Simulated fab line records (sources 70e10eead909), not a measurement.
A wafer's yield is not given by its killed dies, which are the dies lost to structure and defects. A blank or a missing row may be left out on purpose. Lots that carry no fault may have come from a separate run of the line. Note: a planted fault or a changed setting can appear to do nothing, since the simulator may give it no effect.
Matching of chambers + flow nand harc + NHARC_A_BONDPAD_CMP_19 on cmp-03 has 4 sister chambers
The step polishes, t overpolish 30 s, cu recess touch 16 s, target thk 169.82 nm. 8 wafers are shown with their chamber, then 7 later ones without.

EACH WAFER AND ITS CHAMBER
| wafer  | chamber | motor current A (A) | overpolish run s (s) |
|--------|---------|---------------------|----------------------|
| L828.2 | 1       | 11.9                | 30.008               |
| L836.4 | 3       | 12.9                | 30.014               |
| L836.5 | 0       | 11.1                | 29.985               |
| L840.2 | 0       | 10.8                | 29.998               |
| L840.3 | 1       | 12.9                | 30.000               |
| L840.4 | 2       | 11.0                | 30.011               |
| L842.1 | 3       | 12.9                | 30.005               |
| L842.2 | 2       | 11.4                | 30.005               |

WAFERS MISSING THEIR CHAMBER
| wafer  | motor current A (A) | overpolish run s (s) |
|--------|---------------------|----------------------|
| L842.4 | 10.9                | 30.012               |
| L843.2 | 13.2                | 29.992               |
| L843.3 | 12.5                | 30.005               |
| L843.6 | 11.3                | 29.993               |
| L845.1 | 11.4                | 30.016               |
| L845.5 | 10.9                | 30.016               |
| L845.6 | 12.3                | 29.999               |

EACH ONE'S CHAMBER
| wafer  | from the rows above     | in truth                   |
|--------|-------------------------|----------------------------|
| L842.4 | 2                       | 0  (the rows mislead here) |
| L843.2 | can't be placed: 1 or 3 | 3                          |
| L843.3 | can't be placed: 1 or 3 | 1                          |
| L843.6 | can't be placed: 0 or 2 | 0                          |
| L845.1 | can't be placed: 2 or 1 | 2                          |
| L845.5 | 2                       | 2                          |
| L845.6 | can't be placed: 1 or 3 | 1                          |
Correctly placed: 1 of 7. Can't be placed from these rows: 5 (the true chamber is among the candidates in 5). Placed wrongly: 1.
How it was worked out, from the rows above alone: a wafer's distance from a chamber is the root of the sum, over the readings, of the square of ((its reading less the chamber's mean) divided by the reading's scatter). The wafer belongs to the nearest chamber; if the next one is less than 2 further off, it can't be placed. The mean given for a chamber averages the wafers shown for that chamber. How the scatter is found: for the shown wafers, subtract from each reading the mean of its chamber, square and add these, divide the total by (wafers less chambers), then take the root.
